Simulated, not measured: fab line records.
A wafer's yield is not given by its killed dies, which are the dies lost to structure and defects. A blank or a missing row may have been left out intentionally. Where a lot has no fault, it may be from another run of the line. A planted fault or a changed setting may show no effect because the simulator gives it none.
fab line records	flow n5_finfet
record: lots: 24	wafers: 72	last_day: 18
route steps=1938 shown GATE_CUT@510 MOL_CONTACT_COAG@526
lots with no fault: from the same line, run without faults
start_h: the number of hours between the record's first day and the start of the first shown wafer of the lot	wait_h: hours elapsed since this lot's preceding step	" as in the row above	L1.1+2: a single row standing in for several wafers	- no value present, or no start provided	* or withheld: withheld	< > ~ a bound
route shown NAME@n: NAME is a module with steps in the file, n the number in the route of the first one	usual: average and standard deviation across the fault-free wafers	same: alike in all rows	chamber/n: place in a boat	sites: readings site by site	_std_site: the values' standard deviation	_edge_site: the outer-site mean with the inner-site mean subtracted	radius_mm: for every site, how far away it sits from the centre of the wafer	mask NAME#n: copy n	behind: the last tool/chamber to shape the wafer	hold: why the lot went on hold/how many hours it stayed there/how the hold came to an end	device: names the non-switching transistor (n, p or np)	end of line: tests of these same wafers at the route's end	a step with no rows: only its recipe	killed: the dies lost at the first sort to structure and to defects; this is not the yield of the wafer	map: a wafer's dies, x killed, . not, _ none there
set.NAME: the setting as run; set.NAME@STEP: as run at that earlier step	model.NAME: the simulator's own value behind a step, which no gauge read
the route's steps for a sample of lots (tables are steps, rows are wafers)
services: from which hour (start_h, from the record's first day; less than 0 if before it) a tool's chamber was out of use, for how many hours, and why
== steps ==
step: N5_GATE_CUT_ALD_22
recipe: material: SiNx	target_thk_a: 160	temp_c: 400	ald_precursor_family: SiH2I2	ald_co_reactant: N2/H2-plasma	pulse_time_s: 1	ald_cycles: 320	purge_time_s: 2	co_reactant_purge_time_s: 2	pressure_torr: 2
usual: heater_power_w: 880/110	precursor_pulse_height_rel: 1.002/0.021
lot.wafer	tool	chamber	start_h	wait_h	heater_power_w	precursor_pulse_height_rel
L074.2	ald_sin-03	2	85.36	0.0	750	1.003
L074.3	"	3	"	"	1052	0.981
L074.4	"	1	"	"	832	1.018
L075.1	ald_sin-04	1	93.16	1.6	782	0.995
L075.4	"	3	"	"	752	1.001
L075.6	"	0	"	"	909	0.968
L076.2	ald_sin-03	0	94.91	0.0	878	1.016
L076.3	"	3	"	"	1082	1.009
L076.5	"	2	"	"	735	1.000
L077.2	ald_sin-03	0	102.03	0.0	839	1.007
L077.4	"	2	"	"	774	0.977
L077.5	"	3	"	"	1079	0.974
L078.2	ald_sin-01	1	108.44	0.1	908	0.985
L078.5	"	2	"	"	1043	1.031
L078.6	"	3	"	"	813	0.959
L079.2	ald_sin-03	2	117.19	0.0	748	1.019
L079.4	"	0	"	"	891	1.000
L079.6	"	0	"	"	881	1.001
L080.4	ald_sin-04	3	126.00	0.2	751	1.032
L080.5	"	1	"	"	772	1.039
L080.6	"	2	"	"	981	0.993
L081.3	ald_sin-03	2	131.01	1.3	741	1.004
L081.5	"	3	"	"	1046	1.062
L081.6	"	0	"	"	900	0.976
L082.1	ald_sin-04	2	132.81	0.1	955	1.014
L082.2	"	1	"	"	813	1.003
L082.3	"	3	"	"	768	1.002
L083.1	ald_sin-03	0	138.36	0.0	874	1.009
L083.3	"	3	"	"	1092	1.010
L083.4	"	1	"	"	844	0.967
L084.3	ald_sin-03	3	147.00	0.0	1076	0.995
L084.4	"	0	"	"	875	0.992
L084.6	"	0	"	"	872	1.012
L085.2	ald_sin-04	0	149.67	0.0	925	1.028
L085.4	"	2	"	"	941	1.016
L085.6	"	3	"	"	774	0.990
L086.1	ald_sin-01	0	157.92	0.0	838	0.997
L086.2	"	1	"	"	904	0.977
L086.4	"	2	"	"	1073	0.958
L087.1	ald_sin-03	2	163.67	0.0	775	0.998
L087.3	"	3	"	"	1105	0.999
L087.6	"	2	"	"	752	0.983
L088.2	ald_sin-01	2	169.11	0.0	1084	0.984
L088.3	"	3	"	"	825	0.999
L088.6	"	0	"	"	853	0.949
L089.1	ald_sin-03	1	175.90	0.0	813	1.037
L089.2	"	3	"	"	1081	1.027
L089.3	"	2	"	"	768	0.961
L090.1	ald_sin-04	2	179.52	0.0	925	1.036
L090.2	"	3	"	"	757	0.982
L090.3	"	1	"	"	815	1.014
L091.1	ald_sin-04	1	185.27	0.0	792	0.999
L091.2	"	2	"	"	954	1.032
L091.6	"	2	"	"	940	1.008
L092.4	ald_sin-01	0	189.97	0.3	856	1.000
L092.5	"	3	"	"	816	0.993
L092.6	"	2	"	"	1078	1.005
L093.1	ald_sin-01	0	197.72	0.0	839	0.955
L093.5	"	0	"	"	860	1.033
L093.6	"	3	"	"	778	0.990
L094.3	ald_sin-04	2	211.22	0.0	943	0.986
L094.4	"	0	"	"	906	1.017
L094.6	"	0	"	"	894	0.998
L095.2	ald_sin-01	1	212.35	0.7	914	1.029
L095.3	"	2	"	"	1046	1.046
L095.6	"	0	"	"	835	0.992
L096.1	ald_sin-01	0	218.78	0.0	853	1.010
L096.4	"	1	"	"	925	1.008
L096.6	"	2	"	"	1066	1.000
L097.1	ald_sin-04	3	225.31	0.0	765	1.016
L097.2	"	2	"	"	950	0.980
L097.4	"	1	"	"	795	1.029
step: N5_MOL_CONTACT_COAG_CD_MEAS_08
recipe: target_cd_nm: 28	landing_energy_ev: 500	detector: se_inlens	polarity: opening
usual: cd_nm: 27.93/0.24
lot.wafer	tool	chamber	start_h	wait_h	cd_nm
L074.2	cd_sem-02	0	88.28	-	27.52
L074.3	"	0	"	"	28.20
L074.4	"	0	"	"	27.72
L075.1	cd_sem-03	0	95.98	-	27.94
L075.4	"	0	"	"	28.00
L075.6	"	0	"	"	27.96
L076.2	cd_sem-01	0	97.74	-	28.27
L076.3	"	0	"	"	27.68
L076.5	"	0	"	"	28.13
L077.2	cd_sem-03	0	104.85	-	27.87
L077.4	"	0	"	"	28.05
L077.5	"	0	"	"	28.23
L078.2	cd_sem-02	0	111.27	-	28.29
L078.5	"	0	"	"	27.96
L078.6	"	0	"	"	27.62
L079.2	cd_sem-03	0	120.02	-	27.79
L079.4	"	0	"	"	28.16
L079.6	"	0	"	"	27.86
L080.4	cd_sem-03	0	129.28	-	27.90
L080.5	"	0	"	"	28.51
L080.6	"	0	"	"	28.23
L081.3	cd_sem-01	0	133.84	-	27.89
L081.5	"	0	"	"	27.47
L081.6	"	0	"	"	28.18
L082.1	cd_sem-03	0	135.76	-	28.31
L082.2	"	0	"	"	28.04
L082.3	"	0	"	"	27.97
L083.1	cd_sem-03	0	141.19	-	27.80
L083.3	"	0	"	"	28.09
L083.4	"	0	"	"	28.06
L084.3	cd_sem-03	0	149.96	-	27.82
L084.4	"	0	"	"	27.50
L084.6	"	0	"	"	27.86
L085.2	cd_sem-03	0	152.49	-	27.94
L085.4	"	0	"	"	27.71
L085.6	"	0	"	"	28.19
L086.1	cd_sem-01	0	160.74	-	28.33
L086.2	"	0	"	"	27.74
L086.4	"	0	"	"	27.98
L087.1	cd_sem-03	0	166.49	-	27.98
L087.3	"	0	"	"	28.22
L087.6	"	0	"	"	28.29
L088.2	cd_sem-01	0	171.93	-	28.17
L088.3	"	0	"	"	28.22
L088.6	"	0	"	"	28.08
L089.1	cd_sem-01	0	178.78	-	27.79
L089.2	"	0	"	"	27.45
L089.3	"	0	"	"	27.94
L090.1	cd_sem-02	0	182.34	-	27.76
L090.2	"	0	"	"	27.55
L090.3	"	0	"	"	27.63
L091.1	cd_sem-02	0	188.22	-	27.97
L091.2	"	0	"	"	27.92
L091.6	"	0	"	"	27.75
L092.4	cd_sem-02	0	192.92	-	27.92
L092.5	"	0	"	"	27.82
L092.6	"	0	"	"	27.84
L093.1	cd_sem-03	0	200.62	-	27.93
L093.5	"	0	"	"	27.63
L093.6	"	0	"	"	27.97
L094.3	cd_sem-01	0	214.34	-	27.73
L094.4	"	0	"	"	27.84
L094.6	"	0	"	"	27.49
L095.2	cd_sem-02	0	215.29	-	28.32
L095.3	"	0	"	"	27.98
L095.6	"	0	"	"	27.89
L096.1	cd_sem-02	0	222.04	-	28.14
L096.4	"	0	"	"	27.83
L096.6	"	0	"	"	27.83
L097.1	cd_sem-03	0	228.15	-	27.85
L097.2	"	0	"	"	27.81
L097.4	"	0	"	"	28.17
step: N5_MOL_CONTACT_COAG_ETCH_106
recipe: chemistry: N2/H2	target: SOC	target_depth_a: 800	overetch_a: 160	mask_material: SiARC	temp_c: 40	time_s: 120	ion_energy_ev: 200	pressure_mtorr: 30	source_w: 840	bias_w: 150	n2_flow_sccm: 200	h2_flow_sccm: 200
usual: bias_w: 150.0/0.51	drypump_motor_current_A: 5.5/0.45	n2_flow_sccm: 200.0/0.6	oes_product_au: 0.71/0.079	rf_vpp_V: 523.7/2.6	showerhead_plenum_p_Torr: 2.54/0.087	throttle_valve_pct: 17.82/0.28
lot.wafer	tool	chamber	start_h	wait_h	bias_w	drypump_motor_current_A	n2_flow_sccm	oes_product_au	rf_hours_counter_h	rf_vpp_V	showerhead_plenum_p_Torr	throttle_valve_pct
L074.2	rie_diel-04	3	88.48	0.0	149.1	6.2	200.2	0.64	230	523.3	2.51	17.82
L074.3	"	2	"	"	150.2	5.1	199.2	0.64	233	522.2	2.51	17.94
L074.4	"	0	"	"	150.3	5.0	199.5	0.64	223	523.3	2.54	18.28
L075.1	rie_diel-03	1	96.18	0.0	150.0	5.3	199.6	0.78	48	522.7	2.47	17.40
L075.4	"	3	"	"	150.7	5.2	200.0	0.69	115	527.3	2.68	17.85
L075.6	"	2	"	"	150.0	5.8	200.0	0.66	-	523.8	2.53	17.93
L076.2	rie_diel-04	2	97.94	0.0	149.5	5.1	200.4	0.63	235	523.5	2.51	17.94
L076.3	"	3	"	"	151.2	6.2	200.5	0.63	233	521.2	2.51	17.82
L076.5	"	2	"	"	149.8	5.1	200.1	0.63	-	523.9	2.51	17.94
L077.2	rie_diel-02	1	105.06	0.0	149.6	6.4	200.2	0.63	229	523.3	2.51	17.53
L077.4	"	2	"	"	149.8	5.2	200.2	0.79	32	520.8	2.50	17.73
L077.5	"	3	"	"	150.8	5.2	200.8	0.89	-	529.5	2.70	17.40
L078.2	rie_diel-03	1	111.51	0.0	149.9	5.3	200.3	0.77	52	520.1	2.47	17.39
L078.5	"	2	"	"	149.1	5.9	199.8	0.65	-	523.5	2.53	17.92
L078.6	"	1	"	"	150.0	5.3	201.0	0.77	-	520.3	2.47	17.39
L079.2	rie_diel-02	2	121.15	0.0	150.3	5.1	201.3	0.79	38	522.0	2.50	17.74
L079.4	"	1	"	"	149.5	6.4	201.0	0.63	235	522.9	2.50	17.54
L079.6	"	3	"	"	150.0	5.3	198.4	0.87	-	527.8	2.70	17.43
L080.4	rie_diel-02	2	129.78	0.0	150.4	5.1	198.2	0.77	41	521.2	2.50	17.75
L080.5	"	2	"	"	149.9	5.1	198.7	0.78	-	522.2	2.50	17.72
L080.6	"	3	"	"	150.7	5.3	199.8	0.85	-	529.7	2.70	17.43
L081.3	rie_diel-03	2	134.60	0.0	149.6	5.9	200.9	0.65	203	523.5	2.52	17.95
L081.5	"	3	"	"	148.7	5.2	200.4	0.67	-	526.5	2.67	17.88
L081.6	"	2	"	"	149.9	5.9	199.3	0.64	-	524.4	2.52	17.94
L082.1	rie_diel-04	1	135.97	0.0	149.4	6.0	199.5	0.66	179	527.9	2.63	18.19
L082.2	"	2	"	"	150.2	5.1	199.9	0.63	249	522.8	2.50	17.96
L082.3	"	3	"	"	150.3	6.2	198.6	0.63	246	522.8	2.51	17.84
L083.1	rie_diel-02	0	141.39	0.0	150.7	5.1	201.0	0.64	204	519.2	2.41	18.17
L083.3	"	2	"	"	150.5	5.1	199.5	0.76	45	522.7	2.49	17.75
L083.4	"	3	"	"	150.3	5.3	200.4	0.84	14	528.7	2.70	17.44
L084.3	rie_diel-03	2	150.16	0.0	148.9	5.9	199.6	0.64	208	523.3	2.52	17.94
L084.4	"	3	"	"	150.1	5.2	199.5	0.68	134	527.3	2.67	17.90
L084.6	"	1	"	"	150.4	5.3	200.3	0.76	-	522.5	2.47	17.43
L085.2	rie_diel-04	3	153.00	0.0	150.1	6.1	200.4	0.63	254	521.1	2.50	17.85
L085.4	"	0	"	"	150.7	5.0	200.2	0.62	-	521.3	2.53	18.31
L085.6	"	3	"	"	149.6	6.1	200.8	0.63	-	522.9	2.50	17.84
L086.1	rie_diel-03	3	160.95	0.0	149.6	5.2	199.3	0.67	138	525.1	2.67	17.90
L086.2	"	1	"	"	148.7	5.3	200.0	0.75	64	522.2	2.47	17.42
L086.4	"	1	"	"	149.4	5.3	200.2	0.75	-	523.3	2.47	17.43
L087.1	rie_diel-02	2	166.84	0.0	150.1	5.1	201.4	0.75	54	522.0	2.49	17.77
L087.3	"	0	"	"	150.2	5.1	199.6	0.64	213	521.3	2.40	18.17
L087.6	"	3	"	"	149.5	5.3	199.0	0.81	-	527.5	2.69	17.45
L088.2	rie_diel-03	2	172.20	0.0	150.1	5.9	199.6	0.64	219	524.1	2.52	17.97
L088.3	"	1	"	"	150.4	5.3	200.0	0.74	71	522.3	2.46	17.44
L088.6	"	3	"	"	149.7	5.1	199.7	0.67	-	525.2	2.66	17.89
L089.1	rie_diel-03	3	179.09	0.0	150.7	5.2	200.3	0.67	147	525.2	2.66	17.90
L089.2	"	1	"	"	150.4	5.3	199.5	0.74	73	521.4	2.46	17.44
L089.3	"	2	"	"	150.2	5.9	200.4	0.63	221	524.3	2.52	17.97
L090.1	rie_diel-04	2	182.55	0.0	149.9	5.1	200.8	0.84	8	522.2	2.50	17.59
L090.2	"	1	"	"	150.3	6.1	199.6	0.65	198	525.8	2.62	18.22
L090.3	"	3	"	"	149.9	6.2	200.1	0.85	2	524.7	2.50	17.39
L091.1	rie_diel-03	2	188.43	0.0	149.6	5.9	199.8	0.63	226	523.6	2.51	18.00
L091.2	"	1	"	"	149.7	5.3	199.8	0.74	78	520.9	2.46	17.44
L091.6	"	1	"	"	149.8	5.3	199.4	0.73	-	520.8	2.46	17.46
L092.4	rie_diel-03	2	193.48	0.0	149.2	5.9	200.1	0.63	229	523.3	2.51	17.98
L092.5	"	1	"	"	150.0	5.3	200.3	0.74	-	521.0	2.46	17.47
L092.6	"	0	"	"	150.4	6.1	199.3	0.79	-	523.3	2.49	18.00
L093.1	rie_diel-02	1	200.83	0.0	150.3	6.4	200.6	0.86	6	523.2	2.49	17.16
L093.5	"	3	"	"	149.9	5.3	199.8	0.80	-	527.4	2.69	17.48
L093.6	"	2	"	"	150.4	5.1	199.9	0.74	-	521.1	2.48	17.79
L094.3	rie_diel-03	0	214.58	0.0	150.4	6.1	200.9	0.79	38	523.1	2.49	17.99
L094.4	"	2	"	"	150.3	5.9	199.3	0.63	238	523.5	2.51	18.00
L094.6	"	1	"	"	148.9	5.3	200.0	0.73	-	520.9	2.46	17.46
L095.2	rie_diel-04	0	215.50	0.0	149.7	5.0	200.5	0.84	3	522.6	2.52	17.92
L095.3	"	3	"	"	150.7	6.2	199.6	0.81	15	521.7	2.49	17.40
L095.6	"	1	"	"	150.6	6.0	199.6	0.64	-	526.0	2.62	18.24
L096.1	rie_diel-03	0	222.24	0.0	149.7	6.1	200.2	0.78	40	522.9	2.49	18.00
L096.4	"	3	"	"	149.4	5.2	200.7	0.65	166	526.6	2.65	17.95
L096.6	"	3	"	"	149.7	5.2	200.6	0.66	-	526.3	2.65	17.94
L097.1	rie_diel-02	3	228.88	0.0	149.3	5.3	200.3	0.78	48	528.2	2.68	17.48
L097.2	"	1	"	"	149.6	6.4	199.9	0.83	17	523.1	2.49	17.18
L097.4	"	0	"	"	150.6	5.1	200.4	0.62	237	519.8	2.39	18.21
step: N5_MOL_CONTACT_COAG_PRE_CLEAN_141
recipe: gas: H2/He	time_s: 60	temp_c: 300
usual: heater_power_w: 465/63
lot.wafer	tool	chamber	start_h	wait_h	heater_power_w
L074.2	pvd_sputter-01	-	91.92	0.4	427
L074.3	"	-	"	"	438
L074.4	"	-	"	"	407
L075.1	pvd_sputter-01	-	97.92	0.3	425
L075.4	"	-	"	"	371
L075.6	"	-	"	"	433
L076.2	pvd_sputter-01	-	103.59	3.3	425
L076.3	"	-	"	"	452
L076.5	"	-	"	"	412
L077.2	pvd_sputter-03	-	107.68	0.3	582
L077.4	"	-	"	"	509
L077.5	"	-	"	"	385
L078.2	pvd_sputter-01	-	114.25	0.4	373
L078.5	"	-	"	"	406
L078.6	"	-	"	"	422
L079.2	pvd_sputter-02	-	123.21	0.7	521
L079.4	"	-	"	"	498
L079.6	"	-	"	"	401
L080.4	pvd_sputter-01	-	131.65	0.5	423
L080.5	"	-	"	"	401
L080.6	"	-	"	"	436
L081.3	pvd_sputter-03	-	137.38	1.4	494
L081.5	"	-	"	"	487
L081.6	"	-	"	"	583
L082.1	pvd_sputter-02	-	138.23	0.5	516
L082.2	"	-	"	"	501
L082.3	"	-	"	"	390
L083.1	pvd_sputter-03	-	146.27	0.2	586
L083.3	"	-	"	"	499
L083.4	"	-	"	"	396
L084.3	pvd_sputter-03	-	153.31	0.1	485
L084.4	"	-	"	"	577
L084.6	"	-	"	"	579
L085.2	pvd_sputter-02	-	156.15	1.8	523
L085.4	"	-	"	"	384
L085.6	"	-	"	"	532
L086.1	pvd_sputter-02	-	165.50	2.7	516
L086.2	"	-	"	"	512
L086.4	"	-	"	"	385
L087.1	pvd_sputter-02	-	171.00	1.1	383
L087.3	"	-	"	"	504
L087.6	"	-	"	"	512
L088.2	pvd_sputter-02	-	176.16	1.3	507
L088.3	"	-	"	"	381
L088.6	"	-	"	"	505
L089.1	pvd_sputter-03	-	182.64	2.0	391
L089.2	"	-	"	"	586
L089.3	"	-	"	"	486
L090.1	pvd_sputter-02	-	186.10	1.8	511
L090.2	"	-	"	"	495
L090.3	"	-	"	"	388
L091.1	pvd_sputter-02	-	192.64	0.7	523
L091.2	"	-	"	"	497
L091.6	"	-	"	"	388
L092.4	pvd_sputter-02	-	196.48	0.1	515
L092.5	"	-	"	"	525
L092.6	"	-	"	"	388
L093.1	pvd_sputter-03	-	202.91	0.4	606
L093.5	"	-	"	"	581
L093.6	"	-	"	"	503
L094.3	pvd_sputter-03	-	217.66	1.6	487
L094.4	"	-	"	"	493
L094.6	"	-	"	"	493
L095.2	pvd_sputter-02	-	218.70	0.5	484
L095.3	"	-	"	"	400
L095.6	"	-	"	"	492
L096.1	pvd_sputter-01	-	225.49	1.9	439
L096.4	"	-	"	"	364
L096.6	"	-	"	"	407
L097.1	pvd_sputter-01	-	231.75	1.4	440
L097.2	"	-	"	"	424
L097.4	"	-	"	"	376
step: N5_MOL_CONTACT_COAG_SPUTTER_130
recipe: material: Co	target_thk_a: 475	temp_c: 25	chamber_pressure_pa: 0.5	power_w: 3000
usual: throttle_valve_pct: 30.5/1
lot.wafer	tool	chamber	start_h	wait_h	throttle_valve_pct
L074.2	pvd_sputter-03	-	94.61	0.0	29.2
L074.3	"	-	"	"	30.8
L074.4	"	-	"	"	29.4
L075.1	pvd_sputter-03	-	103.04	0.0	30.8
L075.4	"	-	"	"	29.3
L075.6	"	-	"	"	30.7
L076.2	pvd_sputter-01	-	107.05	0.0	28.4
L076.3	"	-	"	"	31.1
L076.5	"	-	"	"	31.6
L077.2	pvd_sputter-02	-	110.20	0.0	29.9
L077.4	"	-	"	"	30.1
L077.5	"	-	"	"	32.1
L078.2	pvd_sputter-02	-	116.67	0.0	30.3
L078.5	"	-	"	"	30.5
L078.6	"	-	"	"	31.7
L079.2	pvd_sputter-01	-	126.27	0.0	28.5
L079.4	"	-	"	"	31.6
L079.6	"	-	"	"	31.3
L080.4	pvd_sputter-01	-	134.54	0.0	28.5
L080.5	"	-	"	"	28.7
L080.6	"	-	"	"	29.9
L081.3	pvd_sputter-01	-	139.68	0.0	29.7
L081.5	"	-	"	"	31.1
L081.6	"	-	"	"	29.6
L082.1	pvd_sputter-01	-	140.04	0.0	31.2
L082.2	"	-	"	"	29.8
L082.3	"	-	"	"	28.5
L083.1	pvd_sputter-02	-	149.67	0.0	30.0
L083.3	"	-	"	"	30.0
L083.4	"	-	"	"	32.2
L084.3	pvd_sputter-02	-	156.37	0.0	30.7
L084.4	"	-	"	"	30.1
L084.6	"	-	"	"	32.0
L085.2	pvd_sputter-01	-	159.15	0.0	28.8
L085.4	"	-	"	"	29.7
L085.6	"	-	"	"	28.5
L086.1	pvd_sputter-02	-	170.38	0.0	31.9
L086.2	"	-	"	"	30.1
L086.4	"	-	"	"	31.9
L087.1	pvd_sputter-01	-	174.44	0.0	29.7
L087.3	"	-	"	"	31.0
L087.6	"	-	"	"	31.7
L088.2	pvd_sputter-01	-	178.36	0.0	30.0
L088.3	"	-	"	"	28.5
L088.6	"	-	"	"	31.2
L089.1	pvd_sputter-02	-	185.88	0.0	32.3
L089.2	"	-	"	"	30.4
L089.3	"	-	"	"	29.9
L090.1	pvd_sputter-02	-	191.52	0.0	29.8
L090.2	"	-	"	"	32.1
L090.3	"	-	"	"	30.6
L091.1	pvd_sputter-03	-	195.80	0.0	29.3
L091.2	"	-	"	"	29.8
L091.6	"	-	"	"	29.4
L092.4	pvd_sputter-02	-	198.92	0.0	29.9
L092.5	"	-	"	"	30.2
L092.6	"	-	"	"	29.9
L093.1	pvd_sputter-02	-	205.18	0.0	32.2
L093.5	"	-	"	"	31.9
L093.6	"	-	"	"	30.4
L094.3	pvd_sputter-01	-	219.77	0.0	31.5
L094.4	"	-	"	"	31.2
L094.6	"	-	"	"	30.0
L095.2	pvd_sputter-02	-	222.18	0.0	29.8
L095.3	"	-	"	"	30.0
L095.6	"	-	"	"	32.2
L096.1	pvd_sputter-02	-	228.87	0.0	30.2
L096.4	"	-	"	"	30.4
L096.6	"	-	"	"	30.6
L097.1	pvd_sputter-03	-	233.96	0.0	29.5
L097.2	"	-	"	"	30.7
L097.4	"	-	"	"	30.9
step: N5_MOL_CONTACT_COAG_CMP_28
recipe: stop_on: SiNx	t_overpolish_s: 0.85	post_cmp_clean: alkaline_brush	down_force_psi: 4.15	platen_rpm: 51.8	pad_velocity_m_s: 1.0307	target_thk_nm: 14.522
usual: motor_current_A: 12.2/1.6	time_to_endpoint_s: 4.3/2.1
same: t_overpolish_s: 0.85
lot.wafer	tool	chamber	start_h	wait_h	motor_current_A	time_to_endpoint_s
L074.4	cmp-01	0	98.08	0.8	12.8	3.2
L074.2	"	1	"	"	10.8	4.9
L074.3	"	2	"	"	10.6	7.2
L075.4	cmp-04	2	105.73	0.9	11.4	4.1
L075.1	"	3	"	"	11.8	2.2
L075.6	"	1	"	"	12.1	3.4
L076.3	cmp-01	2	109.70	0.8	11.2	4.6
L076.2	"	0	"	"	13.3	3.2
L076.5	"	1	"	"	10.8	4.9
L077.2	cmp-04	1	113.06	0.8	12.3	4.1
L077.4	"	2	"	"	11.1	2.9
L077.5	"	2	"	"	11.3	5.0
L078.2	cmp-01	1	119.41	0.8	10.9	8.0
L078.5	"	1	"	"	11.2	7.3
L078.6	"	2	"	"	10.6	8.4
L079.4	cmp-03	1	128.93	0.8	14.9	3.2
L079.2	"	2	"	"	12.9	5.8
L079.6	"	1	"	"	15.2	2.1
L080.4	cmp-01	2	137.40	0.9	10.6	7.1
L080.6	"	3	"	"	13.9	4.1
L080.5	"	0	"	"	13.0	6.0
L081.3	cmp-01	2	142.37	0.9	10.9	3.5
L081.5	"	0	"	"	12.6	2.5
L081.6	"	1	"	"	10.4	4.0
L082.1	cmp-03	0	142.69	0.8	10.4	4.8
L082.2	"	2	"	"	11.9	2.2
L082.3	"	3	"	"	10.5	2.3
L083.4	cmp-04	3	152.28	0.8	12.9	5.2
L083.1	"	0	"	"	12.7	6.4
L083.3	"	2	"	"	11.6	5.6
L084.3	cmp-03	1	159.06	0.9	14.4	2.6
L084.4	"	2	"	"	13.5	2.9
L084.6	"	3	"	"	10.6	8.2
L085.2	cmp-04	3	161.83	0.8	12.4	3.6
L085.4	"	1	"	"	11.6	2.3
L085.6	"	0	"	"	13.0	3.6
L086.2	cmp-03	2	172.99	0.8	12.7	3.1
L086.1	"	0	"	"	11.0	3.5
L086.4	"	1	"	"	14.8	2.4
L087.3	cmp-04	2	177.10	0.9	10.5	3.7
L087.1	"	3	"	"	13.0	4.3
L087.6	"	2	"	"	11.0	0.6
L088.3	cmp-03	2	180.95	0.8	13.9	4.7
L088.2	"	1	"	"	15.6	1.6
L088.6	"	3	"	"	11.1	7.6
L089.2	cmp-03	2	189.46	0.8	12.7	4.9
L089.1	"	3	"	"	10.5	10.0
L089.3	"	1	"	"	14.6	2.9
L090.1	cmp-03	2	194.17	0.8	12.0	4.2
L090.3	"	3	"	"	10.7	7.6
L090.2	"	0	"	"	10.4	5.1
L091.2	cmp-03	0	198.41	0.8	10.7	7.3
L091.1	"	3	"	"	11.0	7.0
L091.6	"	0	"	"	10.3	4.2
L092.4	cmp-03	3	201.60	0.9	10.7	8.7
L092.5	"	0	"	"	10.8	6.0
L092.6	"	1	"	"	14.5	4.3
L093.1	cmp-01	0	207.78	0.8	12.9	4.3
L093.5	"	3	"	"	14.1	4.5
L093.6	"	0	"	"	12.4	6.6
L094.4	cmp-03	0	222.38	0.8	10.3	3.1
L094.3	"	3	"	"	10.6	7.3
L094.6	"	1	"	"	15.0	1.7
L095.3	cmp-01	3	224.89	0.8	14.0	1.7
L095.2	"	0	"	"	12.1	2.6
L095.6	"	2	"	"	10.5	5.8
L096.1	cmp-03	0	232.00	0.8	10.2	5.3
L096.4	"	2	"	"	13.0	3.9
L096.6	"	1	"	"	15.0	2.7
L097.4	cmp-01	2	236.53	0.8	10.6	7.8
L097.1	"	3	"	"	13.6	4.9
L097.2	"	0	"	"	12.3	3.1
== services ==
tool	chamber	start_h	hours	kind
rie_diel-03	0	63.04	1.6	repair
pvd_sputter-03	-	64.50	2.0	repair
pvd_sputter-02	-	67.79	1.1	repair
cmp-04	-	69.92	2.6	repair
cmp-04	-	83.76	4.7	repair
ald_sin-01	-	85.29	14.0	pm
cmp-03	-	85.91	4.0	pm
pvd_sputter-02	-	92.63	0.5	repair
cmp-04	-	93.41	7.4	repair
pvd_sputter-01	-	98.12	1.5	repair
cmp-04	-	121.33	0.2	repair
rie_diel-03	1	129.58	13.2	repair
cmp-03	-	138.26	2.5	repair
ald_sin-01	3	141.04	5.9	repair
cmp-03	-	176.83	0.3	repair
cmp-03	-	177.29	0.4	repair
ald_sin-03	-	177.36	14.0	pm
cmp-04	-	193.84	4.0	pm
cmp-01	-	196.87	1.1	repair
rie_diel-03	1	204.96	8.0	repair
cmp-01	-	216.71	2.7	repair
ald_sin-04	2	218.00	5.9	repair
rie_diel-03	0	222.41	3.9	repair
cmp-01	-	228.63	4.0	pm
== key ==
fault none
